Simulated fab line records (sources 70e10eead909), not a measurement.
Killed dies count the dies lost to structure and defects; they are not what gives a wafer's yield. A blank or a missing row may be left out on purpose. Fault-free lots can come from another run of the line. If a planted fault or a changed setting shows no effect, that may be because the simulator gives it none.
Which tool did it? / flow nandHarc / Sampling: 6 lots, 18 wafers, 2 of 1302 route steps

## WHAT THE GAUGES READ, wafer by wafer
NHARC_P_ZERO_WELL_CD_MEAS_24 targets a cd of 720 nm.
lot=L265; measured=day 2 08:35; on=cdSem-01; cdNm (nm)=720.1 720.7 720.8
lot=L270; measured=day 4 10:38; on=cdSem-01; cdNm (nm)=- - -
lot=L279; measured=day 8 04:40; on=cdSem-03; cdNm (nm)=721.3 722.0 720.4
lot=L281; measured=day 9 00:50; on=cdSem-02; cdNm (nm)=720.5 717.5 719.0
lot=L283; measured=day 9 20:27; on=cdSem-02; cdNm (nm)=719.6 719.5 718.5
lot=L286; measured=day 11 02:43; on=cdSem-01; cdNm (nm)=720.6 722.0 719.7

## WHAT TOOL EACH LOT RAN ON (gives the tool, then ch and the chambers of the sampled wafers, and finally the start)
lot=L265; NHARC_P_ZERO_WELL_EXPOSE_21=krfScanner-02 ch 0, day 2 08:26
lot=L270; NHARC_P_ZERO_WELL_EXPOSE_21=krfScanner-02 ch 0, day 4 10:28
lot=L279; NHARC_P_ZERO_WELL_EXPOSE_21=krfScanner-02 ch 0, day 8 04:31
lot=L281; NHARC_P_ZERO_WELL_EXPOSE_21=krfScanner-02 ch 0, day 9 00:41
lot=L283; NHARC_P_ZERO_WELL_EXPOSE_21=krfScanner-02 ch 0, day 9 20:18
lot=L286; NHARC_P_ZERO_WELL_EXPOSE_21=krfScanner-04 ch 0, day 11 02:33
- NHARC_P_ZERO_WELL_EXPOSE_21: exposes mask P NWELL, target cd 720 nm.

## THE ANSWER, worked out from the rows above alone
Rule: the usual values come from the lots themselves. The widest of any qualifying gaps counts: lots, ordered by their means at a reading, are off when they make up no more than a third of the lots, leave a main group of 4 or more, and stand apart from it by 3 or more times the standard deviation of that group's means. Not used: any main group whose means are identical at the precision the tables above print for the reading. Also off: a lot with no number at a reading for which 4 or more lots have one. All remaining lots with rows at the step are treated as sound.
Off: L270, at NHARC_P_ZERO_WELL_CD_MEAS_24 (cdNm). Without a number there: L270. The main group has a mean of 720.1 nm with a standard deviation of 0.89.
If a tool, at a process step before that reading, ran all the lots that are off and no sound lot after the first of them, it fits. The gauges at NHARC_P_ZERO_WELL_CD_MEAS_24 are tried like those tools. None of those tried fits.

## WHAT THE SIMULATOR HAD PUT IN
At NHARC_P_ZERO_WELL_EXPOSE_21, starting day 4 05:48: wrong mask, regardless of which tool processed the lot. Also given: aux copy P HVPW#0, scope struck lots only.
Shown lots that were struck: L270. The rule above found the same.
